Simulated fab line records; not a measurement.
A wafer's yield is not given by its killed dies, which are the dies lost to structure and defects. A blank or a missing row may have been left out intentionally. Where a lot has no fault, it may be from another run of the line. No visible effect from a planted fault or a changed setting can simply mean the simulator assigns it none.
fab line records / flow nand-harc
record lots=14 wafers=42 last-day=26
route steps=1159 shown A_M0@1005 A_BONDPAD@1071
lots that met no fault: from a run of the same line without faults
start-h: hours from the record's first day to the start of the lot's first wafer shown / wait-h: hours elapsed since this lot's preceding step / " as in the row above / L1.1+2: one row covering several wafers at once / - either no value or no given start / * or withheld: withheld / < > ~ a bound
route shown NAME@n: NAME is a module with steps in the file, n the number in the route of the first one / usual: mean and standard deviation over wafers with no fault / same: alike in all rows / chamber/n: place in a boat / sites: each site's reading / _std_site: standard deviation of those values / _edge_site: the outer-site mean with the inner-site mean subtracted / radius-mm: how far each site lies from the wafer's centre / mask NAME#n: copy n / behind: the most recent tool/chamber to have shaped the wafer / hold: cause of the lot's hold/its duration in hours/its outcome / device: the transistor (n, p or np) that didn't switch / end of line: the tests these same wafers got at the end of their route / where a step has no rows: the recipe by itself / killed: the dies lost at the first sort to structure and to defects; this is not the yield of the wafer / map: per-die view of a wafer (x killed, . not killed, _ where there is no die)
set.NAME: setting as actually run; set.NAME@STEP: the setting as run at that earlier step / model.NAME: the simulator's own value behind a step, which no gauge read
the route's steps for a sample of lots (tables are steps, rows are wafers)
services: when a tool's chamber went out of use (start-h, in hours from the record's first day, below 0 if earlier), for how many hours, and the reason
## steps
# step NHARC_A_M0_OVL_MEAS_10
# recipe pitch-nm=160
# usual overlay-x-nm=0.0/0.66 overlay-y-nm=0.2/0.92
lot.wafer=L521.1 tool=overlay-01 chamber=- start-h=411.84 wait-h=- overlay-x-nm=-0.4 overlay-y-nm=0.7
lot.wafer=L521.2 tool=overlay-01 chamber=- start-h=411.84 wait-h=- overlay-x-nm=-0.2 overlay-y-nm=-0.1
lot.wafer=L521.3 tool=overlay-01 chamber=- start-h=411.84 wait-h=- overlay-x-nm=-0.4 overlay-y-nm=0.8
lot.wafer=L518.2 tool=overlay-01 chamber=- start-h=412.44 wait-h=- overlay-x-nm=0.2 overlay-y-nm=-0.2
lot.wafer=L518.5 tool=overlay-01 chamber=- start-h=412.44 wait-h=- overlay-x-nm=0.0 overlay-y-nm=-1.0
lot.wafer=L518.6 tool=overlay-01 chamber=- start-h=412.44 wait-h=- overlay-x-nm=0.5 overlay-y-nm=-0.1
lot.wafer=L523.1 tool=overlay-02 chamber=- start-h=416.43 wait-h=- overlay-x-nm=-0.4 overlay-y-nm=0.9
lot.wafer=L523.2 tool=overlay-02 chamber=- start-h=416.43 wait-h=- overlay-x-nm=0.0 overlay-y-nm=0.7
lot.wafer=L523.4 tool=overlay-02 chamber=- start-h=416.43 wait-h=- overlay-x-nm=-0.4 overlay-y-nm=0.6
lot.wafer=L525.3 tool=overlay-02 chamber=- start-h=445.98 wait-h=- overlay-x-nm=-1.4 overlay-y-nm=1.1
lot.wafer=L525.4 tool=overlay-02 chamber=- start-h=445.98 wait-h=- overlay-x-nm=-0.7 overlay-y-nm=0.8
lot.wafer=L525.6 tool=overlay-02 chamber=- start-h=445.98 wait-h=- overlay-x-nm=-0.8 overlay-y-nm=1.0
lot.wafer=L526.1 tool=overlay-02 chamber=- start-h=452.93 wait-h=- overlay-x-nm=0.4 overlay-y-nm=1.4
lot.wafer=L526.2 tool=overlay-02 chamber=- start-h=452.93 wait-h=- overlay-x-nm=1.4 overlay-y-nm=1.2
lot.wafer=L526.3 tool=overlay-02 chamber=- start-h=452.93 wait-h=- overlay-x-nm=0.6 overlay-y-nm=2.3
lot.wafer=L524.1 tool=overlay-02 chamber=- start-h=460.71 wait-h=- overlay-x-nm=0.5 overlay-y-nm=0.3
lot.wafer=L524.2 tool=overlay-02 chamber=- start-h=460.71 wait-h=- overlay-x-nm=0.4 overlay-y-nm=-0.4
lot.wafer=L524.4 tool=overlay-02 chamber=- start-h=460.71 wait-h=- overlay-x-nm=1.2 overlay-y-nm=-0.3
lot.wafer=L530.2 tool=overlay-01 chamber=- start-h=468.92 wait-h=- overlay-x-nm=-0.8 overlay-y-nm=-0.1
lot.wafer=L530.3 tool=overlay-01 chamber=- start-h=468.92 wait-h=- overlay-x-nm=-0.6 overlay-y-nm=-0.2
lot.wafer=L530.5 tool=overlay-01 chamber=- start-h=468.92 wait-h=- overlay-x-nm=-0.7 overlay-y-nm=0.1
lot.wafer=L534.3 tool=overlay-02 chamber=- start-h=485.12 wait-h=- overlay-x-nm=0.2 overlay-y-nm=-1.9
lot.wafer=L534.4 tool=overlay-02 chamber=- start-h=485.12 wait-h=- overlay-x-nm=0.2 overlay-y-nm=-1.8
lot.wafer=L534.5 tool=overlay-02 chamber=- start-h=485.12 wait-h=- overlay-x-nm=-0.4 overlay-y-nm=-2.0
lot.wafer=L533.2 tool=overlay-02 chamber=- start-h=491.25 wait-h=- overlay-x-nm=-0.6 overlay-y-nm=0.6
lot.wafer=L533.3 tool=overlay-02 chamber=- start-h=491.25 wait-h=- overlay-x-nm=-0.1 overlay-y-nm=0.5
lot.wafer=L533.5 tool=overlay-02 chamber=- start-h=491.25 wait-h=- overlay-x-nm=-0.2 overlay-y-nm=1.2
lot.wafer=L536.1 tool=overlay-02 chamber=- start-h=498.04 wait-h=- overlay-x-nm=-0.1 overlay-y-nm=-1.7
lot.wafer=L536.5 tool=overlay-02 chamber=- start-h=498.04 wait-h=- overlay-x-nm=0.0 overlay-y-nm=-1.1
lot.wafer=L536.6 tool=overlay-02 chamber=- start-h=498.04 wait-h=- overlay-x-nm=0.2 overlay-y-nm=-0.9
lot.wafer=L537.1 tool=overlay-01 chamber=- start-h=502.75 wait-h=- overlay-x-nm=1.8 overlay-y-nm=0.7
lot.wafer=L537.3 tool=overlay-01 chamber=- start-h=502.75 wait-h=- overlay-x-nm=0.9 overlay-y-nm=0.5
lot.wafer=L537.5 tool=overlay-01 chamber=- start-h=502.75 wait-h=- overlay-x-nm=1.8 overlay-y-nm=0.5
lot.wafer=L539.1 tool=overlay-02 chamber=- start-h=519.20 wait-h=- overlay-x-nm=-0.8 overlay-y-nm=0.2
lot.wafer=L539.2 tool=overlay-02 chamber=- start-h=519.20 wait-h=- overlay-x-nm=-0.3 overlay-y-nm=-0.5
lot.wafer=L539.5 tool=overlay-02 chamber=- start-h=519.20 wait-h=- overlay-x-nm=-0.9 overlay-y-nm=0.5
lot.wafer=L540.1 tool=overlay-02 chamber=- start-h=531.50 wait-h=- overlay-x-nm=0.5 overlay-y-nm=1.1
lot.wafer=L540.2 tool=overlay-02 chamber=- start-h=531.50 wait-h=- overlay-x-nm=0.5 overlay-y-nm=1.3
lot.wafer=L540.3 tool=overlay-02 chamber=- start-h=531.50 wait-h=- overlay-x-nm=0.5 overlay-y-nm=0.6
lot.wafer=L541.2 tool=overlay-01 chamber=- start-h=536.97 wait-h=- overlay-x-nm=-1.3 overlay-y-nm=0.3
lot.wafer=L541.3 tool=overlay-01 chamber=- start-h=536.97 wait-h=- overlay-x-nm=-1.0 overlay-y-nm=0.3
lot.wafer=L541.6 tool=overlay-01 chamber=- start-h=536.97 wait-h=- overlay-x-nm=-1.3 overlay-y-nm=-0.1
# step NHARC_A_M0_DEGAS_28
# recipe temp-c=250 time-s=60
# usual heater-power-w=351/38
lot.wafer=L521.2 tool=pvd-sputter-03 chamber=- start-h=412.87 wait-h=- heater-power-w=382
lot.wafer=L521.1 tool=pvd-sputter-03 chamber=- start-h=412.87 wait-h=- heater-power-w=345
lot.wafer=L521.3 tool=pvd-sputter-03 chamber=- start-h=412.87 wait-h=- heater-power-w=374
lot.wafer=L518.2 tool=pvd-sputter-01 chamber=- start-h=413.46 wait-h=- heater-power-w=348
lot.wafer=L518.6 tool=pvd-sputter-01 chamber=- start-h=413.46 wait-h=- heater-power-w=332
lot.wafer=L518.5 tool=pvd-sputter-01 chamber=- start-h=413.46 wait-h=- heater-power-w=361
lot.wafer=L523.4 tool=pvd-sputter-03 chamber=- start-h=417.45 wait-h=- heater-power-w=385
lot.wafer=L523.1 tool=pvd-sputter-03 chamber=- start-h=417.45 wait-h=- heater-power-w=373
lot.wafer=L523.2 tool=pvd-sputter-03 chamber=- start-h=417.45 wait-h=- heater-power-w=370
lot.wafer=L525.3 tool=pvd-sputter-03 chamber=- start-h=447.01 wait-h=- heater-power-w=339
lot.wafer=L525.4 tool=pvd-sputter-03 chamber=- start-h=447.01 wait-h=- heater-power-w=373
lot.wafer=L525.6 tool=pvd-sputter-03 chamber=- start-h=447.01 wait-h=- heater-power-w=385
lot.wafer=L526.1 tool=pvd-sputter-03 chamber=- start-h=454.01 wait-h=- heater-power-w=387
lot.wafer=L526.3 tool=pvd-sputter-03 chamber=- start-h=454.01 wait-h=- heater-power-w=343
lot.wafer=L526.2 tool=pvd-sputter-03 chamber=- start-h=454.01 wait-h=- heater-power-w=387
lot.wafer=L524.2 tool=pvd-sputter-02 chamber=- start-h=461.78 wait-h=- heater-power-w=311
lot.wafer=L524.1 tool=pvd-sputter-02 chamber=- start-h=461.78 wait-h=- heater-power-w=323
lot.wafer=L524.4 tool=pvd-sputter-02 chamber=- start-h=461.78 wait-h=- heater-power-w=462
lot.wafer=L530.2 tool=pvd-sputter-03 chamber=- start-h=469.99 wait-h=- heater-power-w=370
lot.wafer=L530.3 tool=pvd-sputter-03 chamber=- start-h=469.99 wait-h=- heater-power-w=349
lot.wafer=L530.5 tool=pvd-sputter-03 chamber=- start-h=469.99 wait-h=- heater-power-w=365
lot.wafer=L534.4 tool=pvd-sputter-02 chamber=- start-h=486.17 wait-h=- heater-power-w=459
lot.wafer=L534.3 tool=pvd-sputter-02 chamber=- start-h=486.17 wait-h=- heater-power-w=312
lot.wafer=L534.5 tool=pvd-sputter-02 chamber=- start-h=486.17 wait-h=- heater-power-w=335
lot.wafer=L533.3 tool=pvd-sputter-01 chamber=- start-h=492.33 wait-h=- heater-power-w=345
lot.wafer=L533.2 tool=pvd-sputter-01 chamber=- start-h=492.33 wait-h=- heater-power-w=352
lot.wafer=L533.5 tool=pvd-sputter-01 chamber=- start-h=492.33 wait-h=- heater-power-w=333
lot.wafer=L536.1 tool=pvd-sputter-03 chamber=- start-h=499.28 wait-h=- heater-power-w=406
lot.wafer=L536.5 tool=pvd-sputter-03 chamber=- start-h=499.28 wait-h=- heater-power-w=345
lot.wafer=L536.6 tool=pvd-sputter-03 chamber=- start-h=499.28 wait-h=- heater-power-w=367
lot.wafer=L537.1 tool=pvd-sputter-01 chamber=- start-h=503.82 wait-h=- heater-power-w=328
lot.wafer=L537.3 tool=pvd-sputter-01 chamber=- start-h=503.82 wait-h=- heater-power-w=331
lot.wafer=L537.5 tool=pvd-sputter-01 chamber=- start-h=503.82 wait-h=- heater-power-w=332
lot.wafer=L539.2 tool=pvd-sputter-03 chamber=- start-h=520.27 wait-h=- heater-power-w=336
lot.wafer=L539.1 tool=pvd-sputter-03 chamber=- start-h=520.27 wait-h=- heater-power-w=409
lot.wafer=L539.5 tool=pvd-sputter-03 chamber=- start-h=520.27 wait-h=- heater-power-w=340
lot.wafer=L540.2 tool=pvd-sputter-02 chamber=- start-h=532.55 wait-h=- heater-power-w=267
lot.wafer=L540.3 tool=pvd-sputter-02 chamber=- start-h=532.55 wait-h=- heater-power-w=321
lot.wafer=L540.1 tool=pvd-sputter-02 chamber=- start-h=532.55 wait-h=- heater-power-w=449
lot.wafer=L541.3 tool=pvd-sputter-01 chamber=- start-h=538.00 wait-h=- heater-power-w=324
lot.wafer=L541.2 tool=pvd-sputter-01 chamber=- start-h=538.00 wait-h=- heater-power-w=332
lot.wafer=L541.6 tool=pvd-sputter-01 chamber=- start-h=538.00 wait-h=- heater-power-w=360
# step NHARC_A_BONDPAD_DEVELOP_08
# recipe time-s=50 dev-temp-c=22
# usual chill-plate-temp-C=22.98/0.12 developer-temp-C=21.99/0.093
lot.wafer=L521.1 tool=litho-track-07 chamber=0 start-h=420 wait-h=- chill-plate-temp-C=22.99 developer-temp-C=21.90
lot.wafer=L521.2 tool=litho-track-07 chamber=0 start-h=420 wait-h=- chill-plate-temp-C=23.16 developer-temp-C=21.86
lot.wafer=L521.3 tool=litho-track-07 chamber=0 start-h=420 wait-h=- chill-plate-temp-C=23.10 developer-temp-C=22.09
lot.wafer=L518.2 tool=litho-track-03 chamber=0 start-h=421 wait-h=- chill-plate-temp-C=23.16 developer-temp-C=21.98
lot.wafer=L518.5 tool=litho-track-03 chamber=0 start-h=421 wait-h=- chill-plate-temp-C=23.09 developer-temp-C=22.00
lot.wafer=L518.6 tool=litho-track-03 chamber=0 start-h=421 wait-h=- chill-plate-temp-C=23.26 developer-temp-C=21.97
lot.wafer=L523.1 tool=litho-track-02 chamber=0 start-h=425 wait-h=- chill-plate-temp-C=23.05 developer-temp-C=22.15
lot.wafer=L523.2 tool=litho-track-02 chamber=0 start-h=425 wait-h=- chill-plate-temp-C=23.01 developer-temp-C=21.83
lot.wafer=L523.4 tool=litho-track-02 chamber=0 start-h=425 wait-h=- chill-plate-temp-C=23.13 developer-temp-C=22.10
lot.wafer=L525.3 tool=litho-track-07 chamber=0 start-h=454 wait-h=- chill-plate-temp-C=23.02 developer-temp-C=22.01
lot.wafer=L525.4 tool=litho-track-07 chamber=0 start-h=454 wait-h=- chill-plate-temp-C=22.87 developer-temp-C=21.96
lot.wafer=L525.6 tool=litho-track-07 chamber=0 start-h=454 wait-h=- chill-plate-temp-C=22.81 developer-temp-C=22.09
lot.wafer=L526.1 tool=litho-track-03 chamber=0 start-h=462 wait-h=- chill-plate-temp-C=23.01 developer-temp-C=21.95
lot.wafer=L526.2 tool=litho-track-03 chamber=0 start-h=462 wait-h=- chill-plate-temp-C=22.93 developer-temp-C=22.01
lot.wafer=L526.3 tool=litho-track-03 chamber=0 start-h=462 wait-h=- chill-plate-temp-C=22.99 developer-temp-C=22.03
lot.wafer=L524.1 tool=litho-track-03 chamber=0 start-h=469 wait-h=- chill-plate-temp-C=22.93 developer-temp-C=22.11
lot.wafer=L524.2 tool=litho-track-03 chamber=0 start-h=469 wait-h=- chill-plate-temp-C=22.95 developer-temp-C=21.91
lot.wafer=L524.4 tool=litho-track-03 chamber=0 start-h=469 wait-h=- chill-plate-temp-C=23.07 developer-temp-C=22.01
lot.wafer=L530.2 tool=litho-track-02 chamber=0 start-h=478 wait-h=- chill-plate-temp-C=23.03 developer-temp-C=21.93
lot.wafer=L530.3 tool=litho-track-02 chamber=0 start-h=478 wait-h=- chill-plate-temp-C=23.01 developer-temp-C=22.08
lot.wafer=L530.5 tool=litho-track-02 chamber=0 start-h=478 wait-h=- chill-plate-temp-C=23.00 developer-temp-C=22.10
lot.wafer=L534.3 tool=litho-track-02 chamber=0 start-h=493 wait-h=- chill-plate-temp-C=23.07 developer-temp-C=22.03
lot.wafer=L534.4 tool=litho-track-02 chamber=0 start-h=493 wait-h=- chill-plate-temp-C=23.27 developer-temp-C=21.98
lot.wafer=L534.5 tool=litho-track-02 chamber=0 start-h=493 wait-h=- chill-plate-temp-C=23.06 developer-temp-C=21.88
lot.wafer=L533.2 tool=litho-track-07 chamber=0 start-h=500 wait-h=- chill-plate-temp-C=22.72 developer-temp-C=22.02
lot.wafer=L533.3 tool=litho-track-07 chamber=0 start-h=500 wait-h=- chill-plate-temp-C=22.86 developer-temp-C=22.06
lot.wafer=L533.5 tool=litho-track-07 chamber=0 start-h=500 wait-h=- chill-plate-temp-C=22.83 developer-temp-C=22.06
lot.wafer=L536.1 tool=litho-track-03 chamber=- start-h=506 wait-h=- chill-plate-temp-C=- developer-temp-C=-
lot.wafer=L536.5 tool=litho-track-03 chamber=- start-h=506 wait-h=- chill-plate-temp-C=- developer-temp-C=-
lot.wafer=L536.6 tool=litho-track-03 chamber=- start-h=506 wait-h=- chill-plate-temp-C=- developer-temp-C=-
lot.wafer=L537.1 tool=litho-track-02 chamber=- start-h=511 wait-h=- chill-plate-temp-C=- developer-temp-C=-
lot.wafer=L537.3 tool=litho-track-02 chamber=- start-h=511 wait-h=- chill-plate-temp-C=- developer-temp-C=-
lot.wafer=L537.5 tool=litho-track-02 chamber=- start-h=511 wait-h=- chill-plate-temp-C=- developer-temp-C=-
lot.wafer=L539.1 tool=litho-track-02 chamber=0 start-h=528 wait-h=- chill-plate-temp-C=23.03 developer-temp-C=22.06
lot.wafer=L539.2 tool=litho-track-02 chamber=0 start-h=528 wait-h=- chill-plate-temp-C=22.97 developer-temp-C=22.07
lot.wafer=L539.5 tool=litho-track-02 chamber=0 start-h=528 wait-h=- chill-plate-temp-C=22.94 developer-temp-C=22.06
lot.wafer=L540.1 tool=litho-track-02 chamber=0 start-h=540 wait-h=- chill-plate-temp-C=22.87 developer-temp-C=21.92
lot.wafer=L540.2 tool=litho-track-02 chamber=0 start-h=540 wait-h=- chill-plate-temp-C=22.86 developer-temp-C=21.99
lot.wafer=L540.3 tool=litho-track-02 chamber=0 start-h=540 wait-h=- chill-plate-temp-C=22.94 developer-temp-C=22.03
lot.wafer=L541.2 tool=litho-track-03 chamber=0 start-h=546 wait-h=- chill-plate-temp-C=22.96 developer-temp-C=21.89
lot.wafer=L541.3 tool=litho-track-03 chamber=0 start-h=546 wait-h=- chill-plate-temp-C=23.02 developer-temp-C=21.95
lot.wafer=L541.6 tool=litho-track-03 chamber=0 start-h=546 wait-h=- chill-plate-temp-C=23.17 developer-temp-C=21.96
## services
tool=pvd-sputter-02 chamber=- start-h=392.01 hours=10.0 kind=pm
tool=pvd-sputter-03 chamber=- start-h=458.04 hours=10.0 kind=pm
tool=pvd-sputter-02 chamber=- start-h=473.60 hours=1.8 kind=repair
tool=litho-track-03 chamber=- start-h=475.48 hours=- kind=consumable-replace:filter
tool=pvd-sputter-01 chamber=- start-h=514.00 hours=10.0 kind=pm
tool=litho-track-02 chamber=- start-h=515.00 hours=7.0 kind=pm
tool=litho-track-07 chamber=- start-h=539.00 hours=7.0 kind=pm
## key
first-sign step=NHARC_A_BONDPAD_DEVELOP_08 reading=tool-record direction=missing
effect none on later readings
met-at NHARC_A_BONDPAD_DEVELOP_08
struck-lots L536,L537
later-rows-left-out L536.1,L536.5,L536.6,L537.1,L537.3,L537.5
sort-left-out L536.1,L536.5,L536.6,L537.1,L537.3,L537.5
not-acting-at NHARC_A_M0_OVL_MEAS_10,NHARC_A_M0_DEGAS_28
onset-between 493 506
fault kind=skipped-step-whole tool=litho-track-02,litho-track-03 chamber=- onset-h=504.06 steps=NHARC_A_BONDPAD_DEVELOP_08 scope=struck-lots-only
# sort-left-out: the simulated sort isn't trusted on such a fault, so these wafers' sort isn't shown, and their yield isn't known
# later-rows-left-out: the simulator's readings of these wafers behind a module that went badly wrong aren't trusted and aren't shown, but for the sort
